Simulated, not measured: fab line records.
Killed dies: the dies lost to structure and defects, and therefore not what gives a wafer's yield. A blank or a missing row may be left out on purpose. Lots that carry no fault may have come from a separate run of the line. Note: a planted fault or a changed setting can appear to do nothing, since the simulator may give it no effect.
Which tool did it?    flow nandHarc    11 lots, 33 wafers sampled, at 5 steps of a route of 1159

== WHAT THE GAUGES READ, wafer by wafer ==
NHARC_END_SORT_01. Usual: killedAtArray 24, standard deviation 7.4; killedAtOther 0.5, standard deviation 0.81; killedAtPeriphery 3.4, standard deviation 2.3; killedDies 28, standard deviation 8; killedOpen 3.4, standard deviation 1.8; killedShort 2.0, standard deviation 1.4.
lot   measured      on         killedAtArray  killedAtOther  killedAtPeriphery  killedDies  killedOpen  killedShort  flag
L517  day 21 17:27  prober-01  354 24 374     0 0 0          7 9 7              361 33 381  3 5 4       1 2 2        OFF
L520  day 22 16:23  prober-01  27             0              2                  29          5           1            
L519  day 22 13:55  prober-02  17 15 20       1 0 2          5 9 3              23 24 25    2 5 5       1 1 4        

== TOOL THAT RAN EACH LOT (tool first, then ch and the chambers of the sampled wafers, then the start) ==
lot   NHARC_A_STAIRCASE_TRIM_14                     NHARC_A_STAIRCASE_TRIM_16                     NHARC_A_STAIRCASE_TRIM_18          NHARC_A_STAIRCASE_ETCH_21
L508  rieDiel-10 ch 0,2, day 11 11:00 or earlier    rieDiel-10 ch 1,2, day 11 11:00 or earlier    rieDiel-10 ch 0,1,3, day 11 11:00  rieDiel-01 ch 1,2,3, no start
L512  rieDiel-10 ch 0,2,3, day 11 18:08 or earlier  rieDiel-10 ch 0,2, day 11 18:08 or earlier    rieDiel-10 ch 0,1,3, day 11 18:08  rieDiel-12 ch 0,1,3, no start
L510  rieDiel-12 ch 2,3, day 11 19:01 or earlier    rieDiel-12 ch 0,1,3, day 11 19:01 or earlier  rieDiel-12 ch 1,2,3, day 11 19:01  rieDiel-01 ch 0,2,3, no start
L511  rieDiel-12 ch 1,2,3, day 11 21:55 or earlier  rieDiel-12 ch 0,3, day 11 21:55 or earlier    rieDiel-12 ch 1,2,3, day 11 21:55  rieDiel-10 ch 0,2, no start
L513  rieDiel-12 ch 0,1,2, day 11 22:12 or earlier  rieDiel-12 ch 2,3, day 11 22:12 or earlier    rieDiel-12 ch 0,3, day 11 22:12    rieDiel-10 ch 1,2, no start
L514  rieDiel-12 ch 1,3, day 12 11:47 or earlier    rieDiel-12 ch 0,2,3, day 12 11:47 or earlier  rieDiel-12 ch 0,1,2, day 12 11:47  rieDiel-10 ch 0,2,3, no start
L517  rieDiel-12 ch 0,1,2, day 13 13:52 or earlier  rieDiel-12 ch 1,2, day 13 13:52 or earlier    rieDiel-12 ch 1,2, day 13 13:52    rieDiel-12 ch 0,2,3, day 21 17:27 or earlier
L520  rieDiel-01 ch 0,2,3, day 13 23:37 or earlier  rieDiel-01 ch 1,2,3, day 13 23:37 or earlier  rieDiel-01 ch 1,3, day 13 23:37    rieDiel-12 ch 1,2,3, day 22 16:23 or earlier
L519  rieDiel-01 ch 1,3, day 13 23:41 or earlier    rieDiel-01 ch 1,2, day 13 23:41 or earlier    rieDiel-01 ch 0,2, day 13 23:41    rieDiel-10 ch 0,3, day 22 13:55 or earlier
L527  rieDiel-01 ch 1,2,3, day 15 18:55 or earlier  rieDiel-01 ch 0,1,3, day 15 18:55 or earlier  rieDiel-01 ch 2,3, day 15 18:55    rieDiel-12 ch 1,3, no start
L529  rieDiel-01 ch 1,2,3, day 15 19:05 or earlier  rieDiel-01 ch 1,2,3, day 15 19:05 or earlier  rieDiel-01 ch 1,2,3, day 15 19:05  rieDiel-01 ch 0,1,2, no start
- NHARC_A_STAIRCASE_TRIM_14: chemistry O2, time 211.2 s.
- NHARC_A_STAIRCASE_TRIM_16: chemistry O2, time 211.2 s.
- NHARC_A_STAIRCASE_TRIM_18: chemistry O2, time 211.2 s.
- NHARC_A_STAIRCASE_ETCH_21: etches the open film in C4F8/O2, target depth 100 nm, time 40.5 s.

== WHAT THE TOOLS THEMSELVES READ (means of the sampled wafers that have a number; where no wafer has one, the mark that the record gives instead) ==
NHARC_A_STAIRCASE_TRIM_14. Usual: drypumpMotorCurrentA 5.6 A, standard deviation 0.52; oesProductAu 1.001 a.u., standard deviation 0.0069; rfVppV 57.8 V, standard deviation 0.93; runLengthS 232.7 s, standard deviation 0.41; showerheadPlenumPTorr 3.52 Torr, standard deviation 0.18; throttleValvePct 17.036 %, standard deviation 0.0088.
lot   tool        drypumpMotorCurrentA (A)  oesProductAu (a.u.)  rfVppV (V)  runLengthS (s)  showerheadPlenumPTorr (Torr)  throttleValvePct (%)  flag
L508  rieDiel-10  5.4                       1.006                57.6        232.7           3.38                          17.047                
L512  rieDiel-10  5.3                       0.995                58.4        232.7           3.42                          17.039                
L510  rieDiel-12  5.2                       1.004                58.6        232.8           3.63                          17.040                
L511  rieDiel-12  5.2                       1.002                58.3        232.7           3.60                          17.033                
L513  rieDiel-12  5.2                       0.999                58.6        232.9           3.60                          17.042                
L514  rieDiel-12  5.3                       1.008                57.6        232.3           3.73                          17.043                
L517  rieDiel-12  5.2                       1.000                57.4        233.0           3.59                          17.034                
L520  rieDiel-01  6.4                       0.997                57.1        232.6           3.50                          17.035                
L519  rieDiel-01  6.1                       1.009                57.8        232.7           3.64                          17.028                
L527  rieDiel-01  6.2                       1.000                58.2        232.2           3.58                          17.039                
L529  rieDiel-01  6.2                       0.999                58.2        232.2           3.58                          17.034                

NHARC_A_STAIRCASE_TRIM_16. Usual: drypumpMotorCurrentA 5.6 A, standard deviation 0.51; oesProductAu 1.002 a.u., standard deviation 0.007; rfVppV 57.9 V, standard deviation 0.93; runLengthS 232.7 s, standard deviation 0.38; showerheadPlenumPTorr 3.53 Torr, standard deviation 0.18; throttleValvePct 17.037 %, standard deviation 0.0096.
lot   tool        drypumpMotorCurrentA (A)  oesProductAu (a.u.)  rfVppV (V)  runLengthS (s)  showerheadPlenumPTorr (Torr)  throttleValvePct (%)  flag
L508  rieDiel-10  5.6                       1.003                57.3        233.0           3.34                          17.026                
L512  rieDiel-10  5.4                       1.006                58.1        232.8           3.38                          17.030                
L510  rieDiel-12  5.4                       0.999                59.1        232.5           3.77                          17.034                
L511  rieDiel-12  5.5                       1.008                57.6        232.5           3.80                          17.041                
L513  rieDiel-12  5.1                       1.007                57.8        232.9           3.47                          17.036                
L514  rieDiel-12  5.3                       0.994                58.3        232.7           3.63                          17.033                
L517  rieDiel-12  5.0                       1.006                58.3        233.0           3.42                          17.033                
L520  rieDiel-01  6.2                       1.003                57.8        232.2           3.59                          17.033                
L519  rieDiel-01  6.0                       0.996                57.2        232.4           3.55                          17.039                
L527  rieDiel-01  6.1                       1.006                57.1        232.7           3.50                          17.038                
L529  rieDiel-01  6.2                       0.995                57.4        232.5           3.58                          17.039                

NHARC_A_STAIRCASE_TRIM_18. Usual: drypumpMotorCurrentA 5.6 A, standard deviation 0.52; oesProductAu 1.002 a.u., standard deviation 0.0067; rfVppV 57.7 V, standard deviation 0.96; runLengthS 232.7 s, standard deviation 0.4; showerheadPlenumPTorr 3.53 Torr, standard deviation 0.18; throttleValvePct 17.036 %, standard deviation 0.0085.
lot   tool        drypumpMotorCurrentA (A)  oesProductAu (a.u.)  rfVppV (V)  runLengthS (s)  showerheadPlenumPTorr (Torr)  throttleValvePct (%)  flag
L508  rieDiel-10  5.5                       1.004                58.3        232.7           3.42                          17.044                
L512  rieDiel-10  5.5                       1.001                58.1        232.9           3.42                          17.044                
L510  rieDiel-12  5.2                       1.002                57.6        232.8           3.60                          17.037                
L511  rieDiel-12  5.2                       1.004                57.6        233.0           3.60                          17.042                
L513  rieDiel-12  5.5                       1.008                57.8        232.4           3.80                          17.039                
L514  rieDiel-12  5.2                       1.001                57.8        232.8           3.60                          17.038                
L517  rieDiel-12  4.9                       1.002                56.9        182.7           3.42                          17.035                OFF
L520  rieDiel-01  5.9                       1.001                57.2        232.3           3.61                          17.042                
L519  rieDiel-01  6.6                       1.003                57.8        232.5           3.44                          17.046                
L527  rieDiel-01  6.5                       1.002                58.5        232.1           3.56                          17.043                
L529  rieDiel-01  6.2                       1.001                58.4        232.4           3.58                          17.041                

NHARC_A_STAIRCASE_ETCH_21. Usual: oesProductAu 0.950 a.u., standard deviation 0.014; rfVppV 895 V, standard deviation 6.5.
lot   tool        oesProductAu (a.u.)  rfVppV (V)  flag
L508  rieDiel-01  0.959                899         
L512  rieDiel-12  0.947                904         
L510  rieDiel-01  0.957                895         
L511  rieDiel-10  0.947                892         
L513  rieDiel-10  0.944                888         
L514  rieDiel-10  0.966                891         
L517  rieDiel-12  0.944                899         
L520  rieDiel-12  0.941                899         
L519  rieDiel-10  0.936                894         
L527  rieDiel-12  0.924                904         
L529  rieDiel-01  0.948                894         

== THE ANSWER, worked out from the rows above alone ==
Rule: a lot counts as off when the mean over its wafers that have a number is more than 3 standard deviations away from the usual mean. Also off: a lot with no number at a reading for which 4 or more lots have one. The other lots that the step has rows for count as sound. After the gauges, taken in route order, come the tools' own readings; for these a lot's mean is taken, as printed above. At the first step where some lot is off, the reading lying furthest off is the one used; lots without a number count as furthest.
Off, at NHARC_END_SORT_01 on killedAtArray: L517. Neither off nor sound, because the step has no rows for them: L508, L512, L510, L511, L513, L514, L527, L529.
If a tool, at a process step before that reading, ran all the lots that are off and no sound lot after the first of them, it fits. Not tried: the gauges at NHARC_END_SORT_01; whatever is off there is also off at NHARC_A_STAIRCASE_TRIM_18, on other tools, and gauge error can't account for it. NHARC_A_STAIRCASE_TRIM_14: start missing for some lots; hours and lot order therefore follow NHARC_A_STAIRCASE_TRIM_18. NHARC_A_STAIRCASE_TRIM_16: start missing for some lots; hours and lot order therefore follow NHARC_A_STAIRCASE_TRIM_18. NHARC_A_STAIRCASE_ETCH_21: start missing for some lots; hours and lot order therefore follow NHARC_END_SORT_01. One candidate fits, namely rieDiel-12 at NHARC_A_STAIRCASE_TRIM_14 and NHARC_A_STAIRCASE_TRIM_16 and NHARC_A_STAIRCASE_TRIM_18. It ran no sound lot before its first lot that is off in this sample, so the start can't be narrowed down.
The tool's own readings at NHARC_A_STAIRCASE_TRIM_14 bear it out: on the lots that are off they differ by more than 5 times the standard deviation of the sound lots' means. drypumpMotorCurrentA reads 5.2 A there against 6.2 A on the sound lots; runLengthS reads 233.0 s there against 232.6 s on the sound lots.

== WHAT THE SIMULATOR HAD PUT IN ==
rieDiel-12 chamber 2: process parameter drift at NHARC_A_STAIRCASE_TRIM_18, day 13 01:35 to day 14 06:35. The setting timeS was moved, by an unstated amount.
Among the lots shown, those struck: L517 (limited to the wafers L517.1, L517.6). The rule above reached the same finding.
